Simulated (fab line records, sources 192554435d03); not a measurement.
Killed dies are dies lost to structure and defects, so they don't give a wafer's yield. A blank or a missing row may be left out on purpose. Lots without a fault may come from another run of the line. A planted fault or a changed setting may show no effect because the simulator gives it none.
fab line records | flow n5_finfet
record lots=10 wafers=28 last_day=18
route steps=1938 shown SD_EPI_N@293 SD_EPI_P@316 SD_ACTIVATION@334 ILD0@343 BEOL_M4@1111 PASSIVATION@1936
lots that met no fault: from a run of the same line without faults
start_h: hours from the record's first day to the start of the lot's first wafer shown | wait_h: hours since the lot's step before | " the same as in the row above | L1.1+2: a row that stands for several wafers | - no value, or no start given | * or withheld: withheld | < > ~ a bound
route shown NAME@n: a module of which the file shows steps, and the number in the route of the first | usual: mean/standard deviation of fault-free wafers | same: alike in all rows | chamber/n: place in a boat | sites: the reading at each site | _std_site: their standard deviation | _edge_site: outer sites' mean less inner sites' | radius_mm: how far each site lies from the wafer's centre | mask NAME#n: copy n | behind: the tool/chamber that last shaped the wafer | hold: why the lot was held/for how many hours/how that ended | device: the transistor (n, p or np) that didn't switch | end of line: the same wafers' tests at the end of the route | a step without rows: its recipe alone | killed: dies lost to structure and defects at the first sort, not the wafer's yield | map: a wafer's dies, x killed, . not, _ none there
set.NAME: the setting as run; set.NAME@STEP: as run at that earlier step | model.NAME: the simulator's own value behind a step, which no gauge read
steps of the route over a sample of lots; a table a step, a row a wafer
services: from which hour (start_h, from the record's first day; less than 0 if before it) a tool's chamber was out of use, for how many hours, and why
## steps
# step N5_SD_EPI_N_LINER_46
# recipe material=SiNx target_thk_a=30 temp_c=400 ald_precursor_family=SiH2I2 ald_co_reactant=N2/H2-plasma pressure_torr=2
# usual heater_power_w=826/95
# columns lot.wafer tool chamber start_h wait_h heater_power_w
L518.3 ald_sin-03 1 58.34 0.1 814
L518.4 " 2 " " 726
L518.5 " 3 " " 909
L520.3 ald_sin-03 3 70.54 0.2 880
L520.4 " 2 " " 730
L520.5 " 3 " " 917
L522.2 ald_sin-03 0 83.26 0.1 747
L522.3 " 2 " " 730
L522.4 " 3 " " 899
L523.2 ald_sin-03 1 86.79 0.1 794
L523.3 " 3 " " 921
L523.4 " 2 " " 720
L529.3 ald_sin-04 3 128.92 0.1 877
L529.4 " 3 " " 873
L529.5 " 0 " " 789
L531.1 ald_sin-01 3 137.96 0.2 957
L531.2 " 1 " " 698
L531.5 " 0 " " 927
L533.4 ald_sin-01 2 150.34 0.2 940
L533.5 " 3 " " 956
L533.6 " 0 " " 892
L536.1 ald_sin-04 1 169.27 0.2 1039
L536.4 " 1 " " 1040
L536.5 " 2 " " 776
L538.4 ald_sin-04 2 180.05 0.3 770
L538.5 " 3 " " 907
L539.1 ald_sin-01 1 186.86 0.6 716
L539.3 " 2 " " 939
# step N5_SD_EPI_P_STRIP_40
# recipe chemistry=N2/H2 power_w=1000 temp_c=250 h2_frac=0.65 overash_fraction=0.3 pressure_mtorr=withheld n2_flow_sccm=1750 h2_flow_sccm=3250
# usual drypump_motor_current_A=6.0/0.56 heater_power_w=330/14 oes_product_au=0.761/0.011
# columns lot.wafer tool chamber start_h wait_h drypump_motor_current_A heater_power_w oes_product_au rf_hours_counter_h
L518.3 plasma_asher-01 1 60.22 0.0 6.1 328 0.763 -
L518.4 " 0 " " 6.4 353 0.742 -
L518.5 " 0 " " 6.4 341 0.765 -
L520.3 plasma_asher-02 1 72.13 0.0 6.5 314 0.766 -
L520.4 " 0 " " 5.1 347 0.766 -
L520.5 " 1 " " 6.5 312 0.764 -
L522.2 plasma_asher-01 1 84.71 0.0 6.1 330 0.769 108
L522.3 " 1 " " 6.1 322 0.767 -
L522.4 " 0 " " 6.4 345 0.736 -
L523.2 plasma_asher-02 1 88.36 0.0 6.5 312 0.764 31
L523.3 " 1 " " 6.5 303 0.790 -
L523.4 " 0 " " 5.1 339 0.752 -
L529.3 plasma_asher-01 0 130.70 0.0 6.4 336 0.760 -
L529.4 " 1 " " 6.1 329 0.767 -
L529.5 " 1 " " 6.1 331 0.767 -
L531.1 plasma_asher-02 1 139.53 0.0 6.6 307 0.763 41
L531.2 " 0 " " 5.1 336 0.756 41
L531.5 " 0 " " 5.1 339 0.751 -
L533.4 plasma_asher-02 0 152.07 0.0 5.1 333 0.766 -
L533.5 " 0 " " 5.1 326 0.775 -
L533.6 " 1 " " 6.5 312 0.770 -
L536.1 plasma_asher-02 0 172.05 0.0 5.1 337 0.765 47
L536.4 " 1 " " 6.5 314 0.753 -
L536.5 " 0 " " 5.1 337 0.764 -
L538.4 plasma_asher-01 1 181.75 0.0 6.1 323 0.758 -
L538.5 " 1 " " 6.1 320 0.749 -
L539.1 plasma_asher-01 1 188.43 0.0 6.1 332 0.745 128
L539.3 " 1 " " 6.1 328 0.759 -
# step N5_SD_EPI_P_VAPOR_ETCH_44
# recipe chemistry=NF3/Ar target=SiGe30 temp_c=25 time_s=3.3 mode=isotropic
# columns lot.wafer tool chamber start_h wait_h
L518.3+4+5 epi_rpcvd-04 0 60.67 0.2
L520.3+4+5 epi_rpcvd-02 0 72.50 0.1
L522.2+3+4 epi_rpcvd-04 0 85.15 0.2
L523.2+3+4 epi_rpcvd-02 0 88.73 0.1
L529.3+4+5 epi_rpcvd-04 0 131.19 0.2
L531.1+2+5 epi_rpcvd-04 0 139.96 0.2
L533.4+5+6 epi_rpcvd-01 0 152.57 0.2
L536.1+4+5 epi_rpcvd-02 0 172.38 0.1
L538.4+5 epi_rpcvd-01 0 182.16 0.1
L539.1+3 epi_rpcvd-02 0 188.77 0.1
# step N5_SD_EPI_P_INSPECT_26
# recipe inspect_instrument=darkfield mode=post_epi
# usual raw_defect_count=186/38
# columns lot.wafer tool chamber start_h wait_h raw_defect_count
L518.3 defect_inspect-01 - 63.93 0.0 201
L518.4 " - " " 185
L518.5 " - " " 238
L520.3 defect_inspect-02 - 75.00 0.0 176
L520.4 " - " " 212
L520.5 " - " " 206
L522.2 defect_inspect-02 - 88.44 0.0 148
L522.3 " - " " 131
L522.4 " - " " 221
L523.2 defect_inspect-02 - 91.25 0.0 152
L523.3 " - " " 144
L523.4 " - " " 157
L529.3 defect_inspect-01 - 134.44 0.0 588
L529.4 " - " " 496
L529.5 " - " " 482
L531.1 defect_inspect-02 - 143.30 0.0 527
L531.2 " - " " 556
L531.5 " - " " 545
L533.4 defect_inspect-02 - 155.81 0.0 177
L533.5 " - " " 170
L533.6 " - " " 186
L536.1 defect_inspect-02 - 174.93 0.0 208
L536.4 " - " " 281
L536.5 " - " " 237
L538.4 defect_inspect-01 - 184.62 0.0 204
L538.5 " - " " 196
L539.1 defect_inspect-02 - 191.32 0.0 129
L539.3 " - " " 147
# step N5_SD_ACTIVATION_INSPECT_02
# recipe inspect_instrument=darkfield mode=post_anneal
# usual raw_defect_count=187/38
# columns lot.wafer tool chamber start_h wait_h raw_defect_count
L518.3 defect_inspect-01 - 64.92 0.1 198
L518.4 " - " " 184
L518.5 " - " " 237
L520.3 defect_inspect-02 - 75.97 0.1 159
L520.4 " - " " 195
L520.5 " - " " 208
L522.2 defect_inspect-01 - 89.19 0.1 148
L522.3 " - " " 140
L522.4 " - " " 235
L523.2 defect_inspect-02 - 92.18 0.1 137
L523.3 " - " " 145
L523.4 " - " " 138
L529.3 defect_inspect-02 - 135.19 0.1 570
L529.4 " - " " 462
L529.5 " - " " 466
L531.1 defect_inspect-02 - 144.05 0.2 532
L531.2 " - " " 557
L531.5 " - " " 555
L533.4 defect_inspect-02 - 156.64 0.1 172
L533.5 " - " " 180
L533.6 " - " " 193
L536.1 defect_inspect-01 - 175.70 0.2 202
L536.4 " - " " 260
L536.5 " - " " 265
L538.4 defect_inspect-02 - 185.37 0.1 198
L538.5 " - " " 191
L539.1 defect_inspect-01 - 192.07 0.2 124
L539.3 " - " " 150
# step N5_ILD0_ALD_15
# recipe material=SiNx target_thk_a=240 temp_c=400 ald_precursor_family=SiH2I2 ald_co_reactant=N2/H2-plasma pulse_time_s=1 ald_cycles=480 purge_time_s=2 co_reactant_purge_time_s=2 pressure_torr=2
# usual heater_power_w=859/130 precursor_pulse_height_rel=1.002/0.02
# columns lot.wafer tool chamber start_h wait_h heater_power_w precursor_pulse_height_rel
L518.3 ald_sin-02 3 68.69 0.4 770 1.019
L518.4 " 2 " " 654 0.971
L518.5 " 0 69.77 1.2 1094 1.034
L520.3 ald_sin-04 2 79.72 0.4 759 1.035
L520.4 " 1 " " 1033 1.003
L520.5 " 1 80.80 1.2 1021 1.013
L522.2 ald_sin-04 0 94.29 1.2 796 0.981
L522.3 " 1 " " 1034 1.010
L522.4 " 3 " " 875 1.022
L523.2 ald_sin-02 0 96.41 0.5 1114 0.972
L523.3 " 2 " " 659 0.959
L523.4 " 1 " " 911 1.025
L529.3 ald_sin-02 3 139.05 0.5 771 1.020
L529.4 " 1 " " 914 1.015
L529.5 " 0 140.14 1.3 1108 1.003
L531.1 ald_sin-01 0 148.01 0.6 891 0.979
L531.2 " 2 " " 942 1.015
L531.5 " 2 149.10 1.3 962 1.009
L533.4 ald_sin-02 2 160.38 0.2 653 0.991
L533.5 " 0 161.47 1.2 1080 1.026
L533.6 " 3 " " 765 0.991
L536.1 ald_sin-01 3 179.44 0.6 935 1.007
L536.4 " 2 " " 942 1.011
L536.5 " 1 180.53 1.2 725 0.992
L538.4 ald_sin-01 2 190.13 0.2 947 0.998
L538.5 " 3 191.22 1.2 956 0.993
L539.1 ald_sin-02 3 195.82 0.6 756 1.027
L539.3 " 1 " " 900 1.027
# step N5_BEOL_M4_RC_MEAS_101
# usual DIBL_N=36.2/2.2 DIBL_P=36.5/3 IOFF_N=0.16/0.039 IOFF_P=0.22/0.047 ION_N=675/15 ION_P=463/10 SS_N=71.6/0.71 SS_P=73.4/0.94 VT_N=250/3.6 VT_P=-250/3.9
# columns lot.wafer tool chamber start_h wait_h DIBL_N[mV/V] DIBL_P[mV/V] IOFF_N[nA/um] IOFF_P[nA/um] ION_N[uA/um] ION_P[uA/um] SS_N[mV/dec] SS_P[mV/dec] VT_N[mV] VT_P[mV]
L518.3 prober-01 0 167.53 0.3 36.4 33.6 0.14 0.17 661 450 71.7 72.8 251 -255
L518.4 " 0 " " 34.3 31.7 0.12 0.16 666 458 71.3 72.0 249 -254
L518.5 " 0 " " 34.3 31.1 0.12 0.14 654 450 71.8 72.2 251 -253
L520.3 prober-02 0 175.91 0.3 35.7 35.8 0.14 0.18 669 452 71.3 74.0 251 -253
L520.4 " 0 " " 41.1 42.1 0.26 0.29 694 470 73.5 75.4 245 -249
L520.5 " 0 " " 35.3 35.4 0.14 0.18 658 455 71.3 73.2 252 -255
L522.2 prober-01 0 189.36 0.2 38.5 39.0 0.20 0.28 687 476 72.4 73.7 247 -245
L522.3 " 0 " " 35.3 35.3 0.14 0.23 662 462 70.6 73.4 249 -245
L522.4 " 0 " " 37.7 37.4 0.18 0.25 690 473 71.3 72.9 246 -245
L523.2 prober-02 0 200.96 0.2 35.2 36.0 0.16 0.22 676 464 71.9 74.0 249 -249
L523.3 " 0 " " 34.7 34.5 0.15 0.19 674 457 71.3 73.0 250 -249
L523.4 " 0 " " 38.8 40.0 0.24 0.31 690 474 73.3 75.5 243 -246
L529.3 prober-02 0 248.58 0.3 37.4 38.3 0.19 0.28 672 466 72.0 74.1 249 -246
L529.4 " 0 " " 36.6 35.0 0.16 0.21 664 459 71.3 73.4 251 -250
L529.5 " 0 " " 35.1 35.2 0.15 0.21 671 469 71.8 73.5 251 -249
L531.1 prober-01 0 256.84 0.0 38.2 38.9 0.18 0.21 669 458 71.9 74.2 249 -252
L531.2 " 0 " " 35.4 36.4 0.13 0.17 667 461 71.2 73.1 253 -256
L531.5 " 0 " " 34.8 36.2 0.15 0.19 698 475 70.6 73.2 248 -252
L533.4 prober-02 0 272.44 0.5 36.4 37.1 0.15 0.20 681 471 71.8 73.2 253 -250
L533.5 " 0 " " 36.7 37.5 0.15 0.21 680 474 71.8 73.5 252 -250
L533.6 " 0 " " 33.9 33.5 0.12 0.16 657 453 70.7 72.0 254 -253
L538.4 prober-01 0 289.51 0.5 37.0 38.9 0.16 0.22 673 455 71.2 73.2 251 -252
L538.5 " 0 " " 37.9 40.3 0.17 0.23 672 460 72.0 73.9 251 -250
L536.1 prober-02 0 289.62 0.0 32.2 32.2 0.12 0.19 669 476 70.6 71.6 251 -247
L536.4 " 0 " " 35.6 35.7 0.16 0.24 678 466 71.2 72.7 248 -244
L536.5 " 0 " " 36.5 37.0 0.18 0.29 686 475 71.6 73.8 244 -240
L539.1 prober-02 0 317.23 0.0 42.3 42.9 0.26 0.34 684 467 72.5 76.7 247 -246
L539.3 " 0 " " 34.6 33.3 0.12 0.16 661 457 70.7 73.3 254 -255
# step N5_PASSIVATION_PROBE_49
# usual defect_limited_yield=91.5/1.5 killed_at_M0_to_M3=32/10 killed_at_M4_up=13/4.9 killed_at_contacts=13/6.1 killed_at_front_end=38/11 killed_at_other=3/3.2 killed_dies=101/18 killed_open=66/13 killed_short=32/8.3 sort_bin_4_leakage=0.00/0.018 sort_bin_5_function=5.0/1 sort_bin_6_memory=3.2/0.74 sort_n_pass=1078/22 sort_yield_pct=91.3/1.9
# same gross_dies=1180 killed_at_back_side=0 sort_bin_8_speed[%]=0
# columns lot.wafer tool chamber start_h wait_h defect_limited_yield[%] killed_at_M0_to_M3 killed_at_M4_up killed_at_contacts killed_at_front_end killed_at_other killed_dies killed_open killed_short sort_bin_4_leakage[%] sort_bin_5_function[%] sort_bin_6_memory[%] sort_n_pass sort_yield_pct[%]
L518.3 prober-01 - 268.89 0.1 94.1 14 4 10 40 2 70 39 29 0 3.0 2.5 1110 94.1
L518.4 prober-01 - 268.94 0.2 93.0 13 17 18 30 5 83 50 27 0 5.3 1.6 1097 93.0
L518.5 prober-01 - 268.99 0.2 92.8 14 11 18 41 1 85 58 26 0 4.8 2.3 1095 92.8
L529.3 prober-02 - 352.82 0.1 81.9 30 13 24 141 5 213 68 31 0 11.5 5.1 967 81.9
L529.4 prober-02 - 352.87 0.2 83.2 25 21 19 130 3 198 69 34 0 10.3 4.4 982 83.2
L529.5 prober-02 - 352.92 0.2 80.5 39 8 14 163 6 230 84 30 0 11.9 5.3 950 80.5
L531.1 prober-01 - 356.65 0.0 82.5 28 14 21 140 4 207 66 26 0 10.5 4.3 973 82.5
L531.2 prober-01 - 356.70 0.1 84.2 23 10 28 126 0 187 63 23 0 9.8 4.7 993 84.2
L531.5 prober-01 - 356.85 0.2 81.9 31 21 15 142 5 214 62 39 0 10.5 5.9 966 81.9
# killed by level:class
L518.3 FIN_SAQP:geometric_particle:short=13 FIN_SAQP:geometric_particle:open=7 STI_FIN_REVEAL:geometric_particle:open=7 MOL_CONTACT_COAG:geometric_particle:short=5 MOL_CONTACT_COAG:geometric_particle:open=5 BEOL_M0_SAQP:geometric_particle:open=4 BEOL_M3:geometric_particle:open=3 STARTING-WAFER:geometric_particle:short=3
L518.4 MOL_CONTACT_COAG:geometric_particle:open=14 FIN_SAQP:geometric_particle:open=7 BEOL_M4:geometric_particle:open=6 FIN_SAQP:geometric_particle:short=5 STI_FIN_REVEAL:geometric_particle:open=5 MOL_CONTACT_COAG:geometric_particle:short=4 BEOL_M3:geometric_particle:open=4 PASS1_CAP:geometric_particle:short=3
L518.5 FIN_SAQP:geometric_particle:open=15 MOL_CONTACT_COAG:geometric_particle:open=14 FIN_SAQP:geometric_particle:short=8 STI_FIN_REVEAL:geometric_particle:open=5 MOL_CONTACT_COAG:geometric_particle:short=4 BEOL_M0_SAQP:geometric_particle:open=4 STI_FIN_REVEAL:geometric_particle:short=3 BEOL_M3:geometric_particle:open=3
L529.3 SD_EPI_P:unspecified=106 MOL_CONTACT_COAG:geometric_particle:open=16 BEOL_M1:geometric_particle:open=10 MOL_CONTACT_COAG:geometric_particle:short=7 FIN_SAQP:geometric_particle:open=6 BEOL_M4:geometric_particle:open=6 HKMG_FIN:area_etch=5 STI_FIN_REVEAL:geometric_particle:open=4
L529.4 SD_EPI_P:unspecified=94 MOL_CONTACT_COAG:geometric_particle:open=16 GATE_CUT:geometric_particle:short=8 BEOL_M3:geometric_particle:open=7 FIN_SAQP:geometric_particle:open=6 BEOL_M4:geometric_particle:open=6 BEOL_M0_SAQP:geometric_particle:open=5 BEOL_M5:geometric_particle:open=4
L529.5 SD_EPI_P:unspecified=103 STI_FIN_REVEAL:geometric_particle:open=15 MOL_CONTACT_COAG:geometric_particle:open=13 BEOL_M2:geometric_particle:open=9 BEOL_M3:geometric_particle:open=9 HKMG_FIN:area_etch=9 DUMMY_GATE:geometric_particle:open=6 BEOL_M1:geometric_particle:open=6
L531.1 SD_EPI_P:unspecified=104 MOL_CONTACT_COAG:geometric_particle:open=17 BEOL_M3:geometric_particle:open=14 FIN_SAQP:geometric_particle:short=11 HKMG_FIN:area_etch=8 FIN_SAQP:geometric_particle:open=5 STI_FIN_REVEAL:geometric_particle:open=4 BEOL_M0_SAQP:geometric_particle:open=4
L531.2 SD_EPI_P:unspecified=98 MOL_CONTACT_COAG:geometric_particle:open=23 BEOL_M3:geometric_particle:open=7 FIN_SAQP:geometric_particle:short=6 FIN_SAQP:geometric_particle:open=6 STI_FIN_REVEAL:geometric_particle:short=5 MOL_CONTACT_COAG:geometric_particle:short=4 BEOL_M0_SAQP:geometric_particle:open=4
L531.5 SD_EPI_P:unspecified=110 MOL_CONTACT_COAG:geometric_particle:open=13 BEOL_M3:geometric_particle:open=10 BEOL_M4:geometric_particle:open=8 STARTING-WAFER:geometric_particle:short=7 FIN_SAQP:geometric_particle:open=6 BEOL_M0_SAQP:geometric_particle:short=6 STI_FIN_REVEAL:geometric_particle:open=5
## services
# columns tool chamber start_h hours kind
epi_rpcvd-01 - 52.63 2.8 pm
ald_sin-01 0 56.98 3.5 repair
ald_sin-01 - 86.31 14.0 pm
ald_sin-01 0 86.31 14.0 vent_cycle
ald_sin-01 1 86.31 14.0 vent_cycle
ald_sin-01 2 86.31 14.0 vent_cycle
ald_sin-01 3 86.31 14.0 vent_cycle
ald_sin-01 0 100.31 - clean
ald_sin-01 1 100.31 - clean
ald_sin-01 2 100.31 - clean
ald_sin-01 3 100.31 - clean
ald_sin-01 0 116.62 14.9 repair
ald_sin-04 3 139.48 - calibration
plasma_asher-01 - 149.55 4.3 pm
ald_sin-04 0 164.70 5.0 repair
ald_sin-03 - 176.75 14.0 pm
ald_sin-03 0 176.75 14.0 vent_cycle
ald_sin-03 1 176.75 14.0 vent_cycle
ald_sin-03 2 176.75 14.0 vent_cycle
ald_sin-03 3 176.75 14.0 vent_cycle
ald_sin-02 - 181.32 0.4 repair
plasma_asher-02 - 181.89 0.8 repair
ald_sin-03 0 190.75 - clean
ald_sin-03 - 192.51 1.3 repair
## key
first_sign step=N5_SD_EPI_P_INSPECT_26 reading=raw_defect_count direction=up sigmas=9.1 usual=186 struck=532
effect step=N5_SD_ACTIVATION_INSPECT_02 reading=raw_defect_count direction=up sigmas=9 usual=187 struck=524
effect step=N5_PASSIVATION_PROBE_49 reading=killed_at_front_end direction=up sigmas=8.9 usual=38 struck=140
more_kills_born_at N5_SD_EPI_P_VAPOR_ETCH_44@epi_rpcvd-04=615
met_at N5_SD_EPI_P_VAPOR_ETCH_44
struck_lots L529,L531
not_acting_at N5_SD_EPI_N_LINER_46,N5_SD_EPI_P_STRIP_40,N5_ILD0_ALD_15
onset_between 85.15 131.19
fault kind=chamber_particle_source tool=epi_rpcvd-04 chamber=- onset_h=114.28 steps=N5_SD_EPI_P_VAPOR_ETCH_44 rate_per_visit_cm2=0.48048 end_h=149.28
